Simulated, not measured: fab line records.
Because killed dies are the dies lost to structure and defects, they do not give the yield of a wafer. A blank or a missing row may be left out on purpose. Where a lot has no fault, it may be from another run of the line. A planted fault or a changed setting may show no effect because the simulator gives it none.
fab line records | flow nandHarc
record lots=24 wafers=72 lastDay=24
route steps=1159 shown P_M0@278 P_M1@302 P_M2@336
lots with no fault: from the same line, run without faults
startH: hours from the record's first day to the start of the lot's first wafer shown | waitH: hours since the lot's step before | " identical to the entry in the row above | L1.1+2: a single row standing in for several wafers | - no value, or no start was given | * or withheld: withheld | < > ~ a bound
route shown NAME@n: names a module that has steps shown in the file, with the first one's number in the route | usual: the fault-free wafers' mean and standard deviation | same: alike in all rows | chamber/n: place in a boat | sites: readings site by site | _std_site: their standard deviation | _edge_site: mean of outer sites minus mean of inner sites | radiusMm: for every site, how far away it sits from the centre of the wafer | mask NAME#n: copy n | behind: the last tool/chamber to shape the wafer | hold: cause of the lot's hold/its duration in hours/its outcome | device: names the non-switching transistor (n, p or np) | end of line: at the end of the route, the tests of the same wafers | a step given without rows: its recipe and nothing more | killed: dies that structure and defects cost at the first sort, which is not the same as the wafer's yield | map: a wafer's dies, marking killed ones x, the rest . and places with no die _
set.NAME: setting as actually run; set.NAME@STEP: the setting as run at that earlier step | model.NAME: the simulator's own value behind a step, which no gauge read
route steps across a sampled set of lots; one table per step, one row per wafer
services: from which hour (startH, from the record's first day; less than 0 if before it) a tool's chamber was out of use, for how many hours, and why
## steps
# step NHARC_P_M0_CMP_23
# recipe tOverpolishS=20 targetThkNm=117.53
# usual motorCurrentA=11.9/1.1 slurryFlowMlMin=150.0/0.45 timeToEndpointS=28.2/2.5
# columns lot.wafer tool chamber startH waitH motorCurrentA slurryFlowMlMin timeToEndpointS
L074.2 cmp-02 3 117.67 - 11.3 149.9 25.1
L074.5 " 0 " " 10.8 149.9 28.4
L074.6 " 1 " " 13.6 150.5 29.4
L075.1 cmp-01 0 128.74 - 11.9 150.3 29.8
L075.5 " 3 " " 13.1 148.9 25.4
L075.6 " 0 " " 12.3 149.4 28.2
L077.2 cmp-02 3 135.56 - 11.1 150.3 25.6
L077.3 " 1 " " 14.0 150.0 31.5
L077.5 " 2 " " 13.6 150.2 25.7
L078.1 cmp-04 1 136.00 - 9.8 149.7 25.9
L078.5 " 0 " " 12.6 149.6 29.6
L078.6 " 1 " " 9.5 149.7 27.7
L076.4 cmp-04 1 136.27 - 9.6 149.7 28.7
L076.2 " 2 " " 10.6 150.8 29.3
L076.6 " 2 " " 10.2 149.8 31.0
L079.1 cmp-01 3 155.23 - 12.2 150.0 27.3
L079.4 " 0 " " 12.4 149.7 30.9
L079.2 " 1 " " 12.6 150.1 30.4
L080.2 cmp-01 2 155.69 - 11.2 150.6 29.6
L080.1 " 1 " " 11.9 149.9 32.5
L080.5 " 2 " " 11.6 150.5 28.9
L082.1 cmp-01 1 164.10 - 12.5 149.8 28.0
L082.4 " 0 " " 12.2 150.5 31.2
L082.6 " 2 " " 11.5 149.8 28.7
L081.1 cmp-01 2 166.49 - 11.3 149.8 27.2
L081.4 " 3 " " 12.6 149.8 25.9
L081.6 " 1 " " 12.5 149.6 28.5
L083.1 cmp-01 3 168.88 - 12.4 149.4 27.3
L083.2 " 2 " " 12.2 149.7 24.7
L083.5 " 3 " " 12.5 149.9 25.6
L084.2 cmp-01 1 177.06 - 12.4 151.1 30.5
L084.3 " 0 " " 12.5 150.1 29.0
L084.5 " 2 " " 11.4 149.5 28.2
L085.1 cmp-04 1 194.68 - 9.2 150.1 30.8
L085.5 " 1 " " 9.3 150.3 26.5
L085.6 " 2 " " 10.1 149.0 31.1
L087.3 cmp-02 3 195.03 - 10.5 149.5 24.8
L087.5 " 3 " " 11.4 149.5 26.0
L087.6 " 0 " " 10.4 150.3 24.2
L086.1 cmp-01 2 195.36 - 11.1 150.2 25.9
L086.3 " 0 " " 13.2 148.9 29.6
L086.6 " 3 " " 12.4 150.1 26.0
L088.4 cmp-01 0 211.38 - 12.2 149.9 29.9
L088.1 " 2 " " 11.6 149.6 25.6
L088.2 " 3 " " 12.4 150.6 24.7
L089.1 cmp-02 2 212.03 - 14.8 149.8 30.8
L089.2 " 3 " " 11.0 150.3 23.4
L089.5 " 2 " " 14.4 149.5 28.4
L090.1 cmp-01 3 217.51 - 11.9 151.0 24.0
L090.3 " 0 " " 12.5 149.9 28.5
L090.6 " 3 " " 12.5 149.9 21.6
L091.1 cmp-02 0 226.44 - 10.7 150.5 28.5
L091.5 " 0 " " 10.7 150.4 29.8
L091.6 " 1 " " 14.3 150.1 26.9
L092.1 cmp-01 3 227.10 - 12.3 150.4 26.5
L092.2 " 0 " " 12.5 150.1 29.3
L092.4 " 1 " " 12.2 149.6 26.8
L093.1 cmp-01 1 230.30 - 11.8 150.6 27.2
L093.3 " 2 " " 11.7 149.6 25.9
L093.4 " 0 " " 13.0 150.4 29.9
L094.1 cmp-04 0 230.61 - 13.1 149.7 28.7
L094.4 " 2 " " 10.1 150.6 31.5
L094.3 " 3 " " 10.8 150.1 31.1
L095.3 cmp-01 3 241.01 - 12.6 150.1 24.7
L095.1 " 0 " " 12.2 150.2 29.6
L095.2 " 2 " " 11.8 149.3 28.1
L096.2 cmp-01 1 242.05 - 12.2 150.7 35.3
L096.4 " 2 " " 11.7 150.0 29.7
L096.6 " 0 " " 12.7 149.6 33.9
L097.1 cmp-01 0 258.97 - 11.5 149.3 31.8
L097.3 " 1 " " 12.3 150.3 29.4
L097.5 " 3 " " 12.6 149.6 28.2
# step NHARC_P_M1_STRIP_18
# recipe powerW=1000 n2FlowSccm=150 h2FlowSccm=150 arFlowSccm=0 biasW=0 chemistry=N2/H2
# usual drypumpMotorCurrentA=5.8/0.4 n2FlowSccm=150.0/0.48 oesProductAu=1.000/0.0084 rfVppV=90.5/0.93 showerheadPlenumPTorr=2.01/0.073 throttleValvePct=14.172/0.0085
# columns lot.wafer tool chamber startH waitH drypumpMotorCurrentA n2FlowSccm oesProductAu rfHoursCounterH rfVppV showerheadPlenumPTorr throttleValvePct
L074.2 rieDiel-01 3 119.92 0.1 6.5 149.4 0.983 4 89.5 1.99 14.174
L074.6 " 1 " " 5.8 150.1 0.992 - 88.4 1.99 14.173
L074.5 " 2 " " 5.8 149.1 1.004 - 90.0 1.90 14.181
L075.1 rieDiel-06 0 131.07 0.1 5.0 150.8 0.989 4 90.6 1.98 14.170
L075.6 " 2 " " 5.8 149.6 0.991 - 90.5 1.98 14.178
L075.5 " 3 " " 6.0 149.7 1.003 - 93.5 2.12 14.171
L077.3 rieDiel-11 3 138.03 0.1 5.6 150.0 1.013 9 91.1 2.04 14.179
L077.2 " 0 " " 6.3 149.8 1.008 9 90.6 2.04 14.172
L077.5 " 3 " " 5.7 149.7 1.019 - 90.0 2.04 14.183
L078.1 rieDiel-06 2 138.71 0.1 5.8 149.8 0.994 6 89.4 1.98 14.184
L078.6 " 2 " " 5.8 151.0 1.003 - 90.9 1.98 14.167
L078.5 " 3 " " 5.9 149.8 0.994 - 90.5 2.12 14.171
L076.2 rieDiel-11 1 139.06 0.1 6.1 149.8 0.985 8 91.0 2.12 14.181
L076.4 " 2 " " 6.2 150.2 0.999 9 92.2 2.13 14.172
L076.6 " 0 " " 6.3 149.8 0.989 - 90.7 2.04 14.173
L079.2 rieDiel-01 1 157.55 0.1 5.8 150.2 0.993 0 90.3 1.99 14.192
L079.1 " 3 " " 6.5 149.1 0.987 0 89.8 1.99 14.192
L079.4 " 0 " " 5.9 150.7 1.015 0 88.3 2.02 14.183
L080.1 rieDiel-01 3 158.11 0.1 6.5 149.9 0.987 0 89.9 1.99 14.179
L080.2 " 1 " " 5.8 149.6 0.992 0 89.6 1.99 14.165
L080.5 " 3 " " 6.5 151.3 0.988 - 90.3 1.99 14.172
L082.1 rieDiel-01 2 166.58 0.1 5.8 150.6 1.004 0 90.0 1.90 14.183
L082.6 " 0 " " 5.9 149.9 1.003 - 90.5 2.02 14.166
L082.4 " 2 " " 5.8 150.6 1.005 - 90.5 1.90 14.171
L081.1 rieDiel-06 3 168.97 0.1 5.9 150.3 1.002 8 91.5 2.12 14.182
L081.4 " 1 " " 5.2 149.1 1.007 8 89.3 1.90 14.166
L081.6 " 2 " " 5.8 150.4 0.997 - 89.8 1.98 14.174
L083.1 rieDiel-11 3 171.59 0.1 5.6 149.5 1.000 11 90.1 2.04 14.165
L083.2 " 0 " " 6.3 150.1 1.000 11 89.8 2.04 14.160
L083.5 " 1 " " 6.1 150.6 0.989 - 89.2 2.12 14.179
L084.2 rieDiel-06 0 179.38 0.1 5.0 149.0 1.012 8 89.4 1.97 14.167
L084.3 " 2 " " 5.8 150.2 1.006 9 90.9 1.98 14.165
L084.5 " 1 " " 5.2 149.6 1.007 - 88.9 1.90 14.171
L085.1 rieDiel-01 1 197.14 0.1 5.8 150.5 1.000 1 90.5 1.99 14.161
L085.6 " 3 " " 6.5 150.0 0.997 - 91.2 1.99 14.156
L085.5 " 0 " " 5.9 150.1 1.004 - 90.3 2.02 14.178
L087.3 rieDiel-01 1 197.47 0.1 5.8 150.1 0.993 1 90.6 1.99 14.177
L087.5 " 0 " " 5.9 149.9 1.002 - 90.6 2.02 14.158
L087.6 " 1 " " 5.8 150.5 0.997 - 89.9 1.99 14.179
L086.3 rieDiel-06 3 197.79 0.1 5.9 149.4 1.019 10 92.0 2.12 14.174
L086.1 " 2 " " 5.8 149.4 1.006 10 89.5 1.98 14.152
L086.6 " 0 " " 5.0 149.8 1.003 - 88.6 1.97 14.178
L088.1 rieDiel-01 2 213.84 0.1 5.8 149.7 1.013 1 90.8 1.90 14.175
L088.2 " 3 " " 6.5 149.6 1.002 1 91.7 1.99 14.166
L088.4 " 0 " " 5.9 150.5 1.012 2 91.3 2.02 14.178
L089.2 rieDiel-01 0 214.50 0.1 5.9 149.3 1.016 2 92.8 2.02 14.170
L089.1 " 1 " " 5.8 149.4 0.996 2 90.4 1.99 14.183
L089.5 " 2 " " 5.8 150.0 1.011 - 90.8 1.90 14.164
L090.3 rieDiel-11 2 220.18 0.1 6.3 149.4 1.005 0 91.1 2.12 14.176
L090.1 " 0 " " 6.3 150.4 0.988 0 89.9 2.04 14.164
L090.6 " 3 " " 5.6 149.6 1.005 - 91.0 2.04 14.166
L091.1 rieDiel-06 0 228.82 0.1 5.0 150.2 0.991 13 89.9 1.97 14.180
L091.5 " 1 " " 5.2 150.3 0.993 - 89.3 1.89 14.167
L091.6 " 2 " " 5.8 151.0 1.010 - 89.8 1.98 14.174
L092.1 rieDiel-11 0 229.48 0.1 6.3 150.2 0.991 1 90.8 2.04 14.185
L092.2 " 1 " " 6.0 150.4 0.994 1 89.4 2.12 14.175
L092.4 " 2 " " 6.2 149.9 1.017 1 91.8 2.12 14.177
L093.1 rieDiel-06 3 232.61 0.1 5.9 149.5 1.002 14 91.4 2.12 14.179
L093.3 " 0 " " 5.0 150.2 1.003 14 88.9 1.97 14.182
L093.4 " 1 " " 5.2 150.2 0.994 12 89.6 1.89 14.178
L094.3 rieDiel-06 3 233.07 0.1 5.9 150.7 0.995 14 91.1 2.12 14.173
L094.4 " 0 " " 5.0 149.9 1.012 14 89.9 1.97 14.164
L094.1 " 1 " " 5.2 149.5 0.994 13 90.6 1.89 14.186
L095.3 rieDiel-01 0 243.52 0.1 5.9 150.0 0.999 2 90.7 2.02 14.163
L095.2 " 1 " " 5.8 149.8 0.985 2 92.0 1.99 14.172
L095.1 " 2 " " 5.7 149.8 1.009 2 89.0 1.90 14.170
L096.4 rieDiel-11 2 244.53 0.1 6.3 150.1 1.008 1 91.1 2.12 14.169
L096.2 " 3 " " 5.6 150.6 1.004 1 89.8 2.04 14.176
L096.6 " 0 " " 6.3 149.6 0.994 - 90.3 2.04 14.161
L097.3 rieDiel-01 2 261.22 0.1 5.8 150.0 0.998 2 90.4 1.90 14.170
L097.1 " 3 " " 6.5 150.1 0.990 2 89.9 1.99 14.176
L097.5 " 2 " " 5.8 149.7 1.001 - 89.9 1.90 14.176
# step NHARC_P_M2_ETCH_28
# recipe targetDepthA=300 overEtchFrac=0.3 timeS=72.99 ionEnergyEv=150 cf4FlowSccm=50 n2FlowSccm=100 arFlowSccm=150 rfW=300 biasW=100 chemistry=CF4/N2
# usual drypumpMotorCurrentA=5.7/0.51 n2FlowSccm=100.00/0.27 oesProductAu=1.001/0.011 rfVppV=314.1/2 showerheadPlenumPTorr=2.63/0.11 throttleValvePct=19.795/0.0088
# columns lot.wafer tool chamber startH waitH drypumpMotorCurrentA n2FlowSccm oesProductAu rfHoursCounterH rfVppV showerheadPlenumPTorr throttleValvePct
L074.2 rieDiel-03 1 - - 5.3 100.70 1.004 2 314.5 2.63 19.781
L074.6 " 2 " " 5.4 99.75 0.989 - 318.3 2.82 19.803
L074.5 " 3 " " 5.7 100.05 0.986 - 314.8 2.60 19.791
L075.1 rieDiel-03 0 - - 5.0 100.39 0.989 3 312.7 2.58 19.782
L075.6 " 1 " " 5.3 100.12 1.000 - 314.6 2.63 19.790
L075.5 " 2 " " 5.4 99.94 0.981 - 317.1 2.82 19.800
L077.2 rieDiel-12 2 - - 6.2 99.57 1.001 19 315.2 2.80 19.806
L077.3 " 0 " " 5.4 100.15 0.991 20 310.4 2.45 19.794
L077.5 " 2 " " 6.3 100.33 0.994 - 318.3 2.80 19.803
L078.1 rieDiel-13 3 - - 6.2 99.82 1.016 10 313.9 2.60 19.783
L078.6 " 3 " " 6.2 100.16 1.003 - 314.8 2.60 19.803
L078.5 " 0 " " 5.7 100.00 1.008 - 312.5 2.65 19.802
L076.4 rieDiel-12 1 - - 6.6 99.94 1.011 19 315.1 2.58 19.799
L076.2 " 3 " " 5.3 100.30 1.021 18 316.6 2.72 19.805
L076.6 " 1 " " 6.6 100.36 0.998 - 314.1 2.58 19.807
L079.4 rieDiel-13 1 - - 6.6 99.75 1.016 14 314.0 2.61 19.788
L079.2 " 3 " " 6.2 99.69 1.015 19 313.4 2.60 19.802
L079.1 " 0 " " 5.7 100.15 1.013 19 314.7 2.64 19.807
L080.2 rieDiel-12 3 - - 5.3 99.58 1.027 20 314.4 2.72 19.790
L080.1 " 1 " " 6.6 99.75 1.019 21 312.0 2.58 19.807
L080.5 " 3 " " 5.4 99.43 1.028 - 316.4 2.72 19.795
L082.4 rieDiel-03 3 - - 5.7 99.80 0.994 4 312.8 2.60 19.790
L082.1 " 1 " " 5.3 100.04 1.020 4 314.1 2.63 19.810
L082.6 " 3 " " 5.7 99.68 0.990 - 313.0 2.60 19.807
L081.1 rieDiel-12 1 - - 6.6 100.23 1.004 24 312.8 2.57 19.795
L081.6 " 1 " " 6.6 99.97 1.003 - 312.6 2.57 19.781
L081.4 " 3 " " 5.3 99.53 1.019 - 316.0 2.72 19.788
L083.1 rieDiel-03 1 - - 5.3 100.18 0.999 4 313.8 2.63 19.796
L083.2 " 2 " " 5.5 99.97 0.986 5 318.4 2.82 19.793
L083.5 " 0 " " 5.0 99.68 1.000 - 313.9 2.58 19.799
L084.3 rieDiel-03 2 - - 5.5 100.55 0.988 5 317.6 2.82 19.793
L084.2 " 3 " " 5.7 100.36 0.989 5 313.3 2.60 19.792
L084.5 " 2 " " 5.4 99.97 0.985 - 317.5 2.82 19.786
L085.1 rieDiel-12 0 - - 5.5 100.09 0.990 31 312.5 2.45 19.794
L085.6 " 3 " " 5.4 100.01 1.015 - 317.4 2.71 19.784
L085.5 " 0 " " 5.5 100.05 1.002 - 310.3 2.45 19.794
L087.3 rieDiel-03 2 - - 5.4 100.28 0.985 6 317.0 2.82 19.784
L087.5 " 3 " " 5.7 99.88 0.993 - 315.3 2.60 19.814
L087.6 " 0 " " 5.0 100.18 0.995 - 313.3 2.58 19.794
L086.3 rieDiel-03 1 - - 5.3 100.29 1.001 5 314.6 2.63 19.799
L086.1 " 2 " " 5.4 99.54 0.985 6 316.3 2.82 19.791
L086.6 " 0 " " 5.0 100.17 0.995 - 313.1 2.58 19.774
L088.2 rieDiel-12 1 - - 6.6 99.93 1.004 2 312.6 2.57 19.795
L088.4 " 2 " " 6.3 99.52 0.988 2 316.6 2.80 19.800
L088.1 " 0 " " 5.4 99.87 0.998 1 309.0 2.45 19.814
L089.1 rieDiel-12 0 - - 5.5 100.01 0.997 1 311.8 2.45 19.803
L089.2 " 3 " " 5.3 99.70 0.998 1 314.4 2.71 19.796
L089.5 " 0 " " 5.5 100.16 0.998 - 310.3 2.45 19.803
L090.3 rieDiel-03 0 - - 5.0 100.09 0.992 0 312.3 2.58 19.799
L090.1 " 2 " " 5.5 99.89 0.992 0 317.0 2.82 19.795
L090.6 " 1 " " 5.3 100.08 1.006 - 315.1 2.63 19.794
L091.1 rieDiel-13 2 - - 5.9 99.82 1.013 45 313.9 2.51 19.805
L091.6 " 1 " " 6.6 99.52 1.013 - 314.0 2.60 19.797
L091.5 " 2 " " 5.9 99.55 1.020 - 312.1 2.51 19.805
L092.4 rieDiel-03 0 - - 4.9 100.24 1.011 0 313.5 2.58 19.800
L092.2 " 1 " " 5.3 99.77 1.005 0 314.0 2.63 19.808
L092.1 " 2 " " 5.4 100.39 1.001 0 318.0 2.82 19.800
L093.4 rieDiel-03 1 - - 5.3 99.66 1.006 1 314.1 2.63 19.785
L093.1 " 2 " " 5.5 99.98 0.988 1 317.0 2.82 19.795
L093.3 " 3 " " 5.7 100.05 0.987 1 313.9 2.60 19.799
L094.1 rieDiel-03 2 - - 5.5 100.23 0.997 1 316.4 2.82 19.776
L094.3 " 3 " " 5.7 100.17 1.004 1 314.1 2.60 19.804
L094.4 " 0 " " 5.0 100.23 1.002 1 313.4 2.58 19.804
L095.3 rieDiel-13 2 - - 5.9 99.93 1.018 51 311.5 2.51 19.808
L095.2 " 0 " " 5.7 100.15 1.008 49 313.6 2.63 19.801
L095.1 " 1 " " 6.6 100.06 1.015 45 314.1 2.60 19.790
L096.2 rieDiel-12 3 - - 5.3 100.20 1.000 7 315.2 2.71 19.792
L096.4 " 1 " " 6.6 100.07 0.999 6 313.0 2.57 19.791
L096.6 " 3 " " 5.3 99.93 0.988 - 314.1 2.71 19.800
L097.3 rieDiel-13 3 - - 6.2 100.24 1.009 58 312.3 2.58 19.783
L097.1 " 0 " " 5.7 99.54 1.009 56 314.8 2.63 19.784
L097.5 " 2 " " 5.9 99.81 1.026 - 310.3 2.50 19.792
# step NHARC_P_M2_DEGAS_29
# recipe tempC=250 timeS=60
# usual heaterPowerW=352/39
# columns lot.wafer tool chamber startH waitH heaterPowerW
L074.2 pvdSputter-02 - 124.54 - 391
L074.5 " - " " 331
L074.6 " - " " 394
L075.1 pvdSputter-03 - 135.83 - 392
L075.5 " - " " 389
L075.6 " - " " 361
L077.3 pvdSputter-02 - 142.67 - 390
L077.2 " - " " 393
L077.5 " - " " 380
L078.1 pvdSputter-03 - 143.53 - 349
L078.5 " - " " 384
L078.6 " - " " 361
L076.4 pvdSputter-01 - 143.82 - 348
L076.2 " - " " 304
L076.6 " - " " 365
L079.2 pvdSputter-02 - 163.00 - 383
L079.1 " - " " 323
L079.4 " - " " 399
L080.2 pvdSputter-02 - 163.64 - 382
L080.1 " - " " 330
L080.5 " - " " 372
L082.4 pvdSputter-02 - 171.51 - 388
L082.1 " - " " 398
L082.6 " - " " 313
L081.1 pvdSputter-02 - 173.82 - 396
L081.4 " - " " 327
L081.6 " - " " 394
L083.2 pvdSputter-02 - 176.71 - 335
L083.1 " - " " 400
L083.5 " - " " 384
L084.2 pvdSputter-03 - 184.23 - 414
L084.3 " - " " 399
L084.5 " - " " 360
L085.1 pvdSputter-01 - 201.76 - 293
L085.6 " - " " 347
L085.5 " - " " 306
L087.3 pvdSputter-03 - 202.55 - 287
L087.6 " - " " 387
L087.5 " - " " 357
L086.3 pvdSputter-02 - 202.62 - 381
L086.1 " - " " 375
L086.6 " - " " 320
L088.1 pvdSputter-03 - 218.61 - 393
L088.2 " - " " 412
L088.4 " - " " 291
L089.1 pvdSputter-01 - 219.30 - 349
L089.2 " - " " 289
L089.5 " - " " 353
L090.3 pvdSputter-01 - 225.04 - 329
L090.1 " - " " 343
L090.6 " - " " 335
L091.1 pvdSputter-01 - 233.62 - 333
L091.5 " - " " 335
L091.6 " - " " 353
L092.1 pvdSputter-01 - 234.31 - 350
L092.2 " - " " 298
L092.4 " - " " 287
L093.4 pvdSputter-01 - 237.43 - 295
L093.3 " - " " 330
L093.1 " - " " 348
L094.1 pvdSputter-03 - 238.13 - 357
L094.3 " - " " 415
L094.4 " - " " 378
L095.1 pvdSputter-01 - 248.32 - 328
L095.3 " - " " 351
L095.2 " - " " 301
L096.2 pvdSputter-02 - 249.73 - 391
L096.4 " - " " 320
L096.6 " - " " 360
L097.1 pvdSputter-01 - 265.90 - 357
L097.3 " - " " 291
L097.5 " - " " 356
# step NHARC_P_M2_PVD_21
# recipe targetThkA=300 chamberPressurePa=5 powerW=5000 substrateTempC=30 timeS=20.49 material=Cu
# usual substrateTempC=29.99/0.1 throttleValvePct=30.2/0.79
# columns lot.wafer tool chamber startH waitH substrateTempC throttleValvePct
L074.2 pvdSputter-02 - - - 29.92 30.7
L074.5 " - " " 29.98 30.2
L074.6 " - " " 29.95 30.5
L075.1 pvdSputter-03 - - - 29.87 30.2
L075.5 " - " " 29.90 30.3
L075.6 " - " " 29.90 29.9
L077.2 pvdSputter-02 - - - 29.85 29.5
L077.3 " - " " 29.92 30.7
L077.5 " - " " 30.01 30.5
L078.1 pvdSputter-03 - - - 29.92 30.3
L078.6 " - " " 29.92 30.3
L078.5 " - " " 30.04 30.3
L076.2 pvdSputter-01 - 144.24 0.1 30.03 30.2
L076.4 " - " " 30.08 29.4
L076.6 " - " " 29.89 30.1
L079.2 pvdSputter-02 - - - 29.95 32.1
L079.4 " - " " 29.93 30.7
L079.1 " - " " 30.02 31.1
L080.2 pvdSputter-02 - - - 30.11 30.8
L080.1 " - " " 30.26 30.5
L080.5 " - " " 30.13 30.5
L082.1 pvdSputter-02 - - - 29.79 32.2
L082.4 " - " " 29.94 30.5
L082.6 " - " " 29.93 32.1
L081.1 pvdSputter-02 - - - 30.08 30.6
L081.4 " - " " 29.81 29.6
L081.6 " - " " 29.98 30.5
L083.2 pvdSputter-02 - - - 30.12 29.6
L083.1 " - " " 30.04 30.2
L083.5 " - " " 29.87 31.7
L084.3 pvdSputter-03 - - - 29.92 30.1
L084.2 " - " " 30.04 29.9
L084.5 " - " " 30.14 30.3
L085.1 pvdSputter-01 - - - 29.93 29.8
L085.6 " - " " 30.06 30.0
L085.5 " - " " 29.92 29.7
L087.3 pvdSputter-03 - - - 30.03 30.1
L087.6 " - " " 30.11 30.1
L087.5 " - " " 29.99 30.4
L086.3 pvdSputter-02 - - - 30.02 31.9
L086.1 " - " " 30.03 31.1
L086.6 " - " " 30.04 29.4
L088.4 pvdSputter-03 - - - 29.78 30.2
L088.2 " - " " 29.94 30.3
L088.1 " - " " 30.06 30.2
L089.1 pvdSputter-01 - - - 30.20 29.8
L089.2 " - " " 29.86 29.9
L089.5 " - " " 30.06 30.2
L090.3 pvdSputter-01 - - - 29.95 29.8
L090.1 " - " " 29.96 30.0
L090.6 " - " " 29.70 29.5
L091.1 pvdSputter-01 - - - 29.86 28.9
L091.6 " - " " 30.07 30.2
L091.5 " - " " 29.94 29.6
L092.4 pvdSputter-01 - - - 29.77 28.9
L092.2 " - " " 29.98 30.1
L092.1 " - " " 29.86 29.8
L093.4 pvdSputter-01 - - - 30.04 30.2
L093.3 " - " " 30.20 29.8
L093.1 " - " " 30.03 28.8
L094.1 pvdSputter-03 - - - 30.14 30.1
L094.4 " - " " 30.02 30.2
L094.3 " - " " 30.07 29.7
L095.2 pvdSputter-01 - - - 29.86 30.1
L095.1 " - " " 29.84 29.8
L095.3 " - " " 29.88 29.9
L096.2 pvdSputter-02 - - - 30.04 30.2
L096.4 " - " " 29.83 31.4
L096.6 " - " " 30.02 29.6
L097.3 pvdSputter-01 - - - 29.95 29.7
L097.1 " - " " 30.09 30.1
L097.5 " - " " 29.90 28.5
# step NHARC_P_M2_PRE_CLEAN_32
# recipe timeS=12 tempC=370 rfPowerW=300 gas=NH3
# usual heaterPowerOuterW=397/43 heaterPowerW=690/74
# columns lot.wafer tool chamber startH waitH heaterPowerOuterW heaterPowerW
L074.2 pecvd-03 2 126.18 0.1 385 627
L074.6 " 2 " " 383 645
L074.5 " 1 " " 364 690
L075.1 pecvd-02 2 137.57 0.1 442 745
L075.6 " 1 " " 372 663
L075.5 " 0 " " 333 614
L077.2 pecvd-04 1 144.34 0.1 292 490
L077.3 " 2 " " 387 612
L077.5 " 1 " " 283 488
L078.1 pecvd-03 2 145.20 0.1 402 652
L078.6 " 0 " " 400 718
L078.5 " 1 " " 423 758
L076.2 pecvd-03 1 145.79 0.2 378 712
L076.6 " 2 " " 395 680
L076.4 " 0 " " 466 805
L079.1 pecvd-03 2 164.94 0.2 398 636
L079.2 " 0 " " 404 722
L079.4 " 0 " " 409 722
L080.2 pecvd-04 2 165.39 0.2 388 618
L080.1 " 1 " " 297 519
L080.5 " 2 " " 384 611
L082.1 pecvd-03 0 173.16 0.1 475 788
L082.4 " 2 " " 373 624
L082.6 " 0 " " 484 796
L081.1 pecvd-02 1 175.47 0.1 472 814
L081.4 " 0 " " 370 678
L081.6 " 1 " " 479 818
L083.1 pecvd-04 2 178.43 0.1 367 592
L083.2 " 0 " " 377 663
L083.5 " 2 " " 356 605
L084.2 pecvd-03 2 185.90 0.1 402 661
L084.3 " 0 " " 426 748
L084.5 " 0 " " 452 747
L085.1 pecvd-03 1 203.38 0.1 405 770
L085.6 " 1 " " 421 748
L085.5 " 2 " " 394 638
L087.3 pecvd-02 0 204.15 0.1 385 703
L087.5 " 1 " " 460 831
L087.6 " 2 " " 427 695
L086.1 pecvd-03 1 204.29 0.1 414 766
L086.3 " 2 " " 348 587
L086.6 " 2 " " 354 597
L088.2 pecvd-03 1 220.31 0.1 333 633
L088.1 " 2 " " 353 616
L088.4 " 2 " " 362 592
L089.1 pecvd-03 2 220.94 0.1 412 638
L089.2 " 0 " " 431 758
L089.5 " 0 " " 432 765
L090.3 pecvd-03 0 226.93 0.1 472 813
L090.1 " 1 " " 402 740
L090.6 " 0 " " 470 817
L091.1 pecvd-02 1 235.28 0.1 394 708
L091.6 " 0 " " 380 678
L091.5 " 1 " " 388 723
L092.1 pecvd-03 1 235.93 0.1 349 654
L092.2 " 2 " " 408 655
L092.4 " 2 " " 402 651
L093.1 pecvd-02 2 239.06 0.1 422 698
L093.3 " 0 " " 408 730
L093.4 " 2 " " 415 700
L094.1 pecvd-02 1 239.76 0.1 483 834
L094.3 " 2 " " 416 708
L094.4 " 1 " " 494 861
L095.2 pecvd-02 2 250.05 0.1 432 712
L095.3 " 0 " " 402 706
L095.1 " 1 " " 429 763
L096.2 pecvd-02 1 251.37 0.1 418 746
L096.6 " 0 " " 398 708
L096.4 " 1 " " 415 724
L097.3 pecvd-04 2 267.53 0.1 309 534
L097.1 " 0 " " 364 651
L097.5 " 0 " " 364 668
## services
# columns tool chamber startH hours kind
pecvd-03 - 97.11 0.7 repair
pvdSputter-03 - 102.00 10.0 pm
cmp-01 - 106.35 1.7 repair
pecvd-03 - 111.19 13.0 pm
pvdSputter-01 - 111.30 1.9 repair
rieDiel-01 2 133.06 19.9 repair
rieDiel-01 - 137.85 9.0 pm
rieDiel-12 1 151.90 5.1 repair
pecvd-02 - 153.00 13.0 pm
rieDiel-12 - 157.18 0.4 repair
pvdSputter-01 - 158.04 10.0 pm
rieDiel-01 3 165.38 4.7 repair
rieDiel-06 0 174.83 3.5 repair
cmp-01 - 179.50 4.0 pm
rieDiel-12 - 202.40 9.0 pm
rieDiel-06 1 213.43 2.9 repair
pvdSputter-02 - 214.00 10.0 pm
rieDiel-03 - 215.30 9.0 pm
rieDiel-12 2 222.07 8.8 repair
rieDiel-12 1 225.80 1.7 repair
pecvd-03 - 225.87 0.3 repair
rieDiel-06 - 241.65 9.0 pm
rieDiel-12 - 246.86 0.2 repair
rieDiel-01 - 263.08 0.4 repair
## key
fault none
